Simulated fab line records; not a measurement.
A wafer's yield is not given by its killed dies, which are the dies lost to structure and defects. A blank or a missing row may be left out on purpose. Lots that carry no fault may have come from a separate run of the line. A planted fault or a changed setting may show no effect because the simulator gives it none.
Chamber matching    flow nandHarc    rieDiel-03 running NHARC_A_BLC_ETCH_16: 4 sister chambers
The step etches the open film in CF4, target depth 39 nm, time 65 s. 4 wafers are shown with their chamber, then 12 later ones without.

EACH WAFER AND ITS CHAMBER
wafer   chamber  showerheadPlenumPTorr (Torr)
L081.3  2        1.68
L086.2  1        1.65
L086.4  3        1.85
L086.6  0        1.69

WAFERS WITHOUT THEIR CHAMBER
wafer   showerheadPlenumPTorr (Torr)
L091.2  1.85
L091.4  1.65
L091.5  1.85
L093.1  1.65
L093.2  1.84
L093.4  1.68
L096.2  1.65
L096.4  1.68
L096.6  1.68
L097.2  1.64
L097.4  1.69
L097.6  1.69

WHICH CHAMBER EACH ONE RAN IN
wafer   from the rows above  in truth
L091.2  3                    3
L091.4  1                    1
L091.5  3                    3
L093.1  1                    1
L093.2  3                    3
L093.4  2                    2
L096.2  1                    1
L096.4  2                    2
L096.6  2                    2
L097.2  1                    1
L097.4  0                    0
L097.6  0                    0
Correct placement for 12 of the 12. Not placeable from these rows: 0. 0 placed wrongly.
How it was worked out, from the rows above alone: a wafer's distance from a chamber is the root of the sum, over the readings, of the square of ((its reading less the chamber's mean) divided by the reading's scatter). The wafer belongs to the nearest chamber; if the next one is less than 2 further off, it can't be placed. Each chamber's mean is taken over the wafers shown for it. The scatter: with one shown wafer a chamber, the root of the mean of the squares of how far each hidden wafer lies from its nearest shown one.
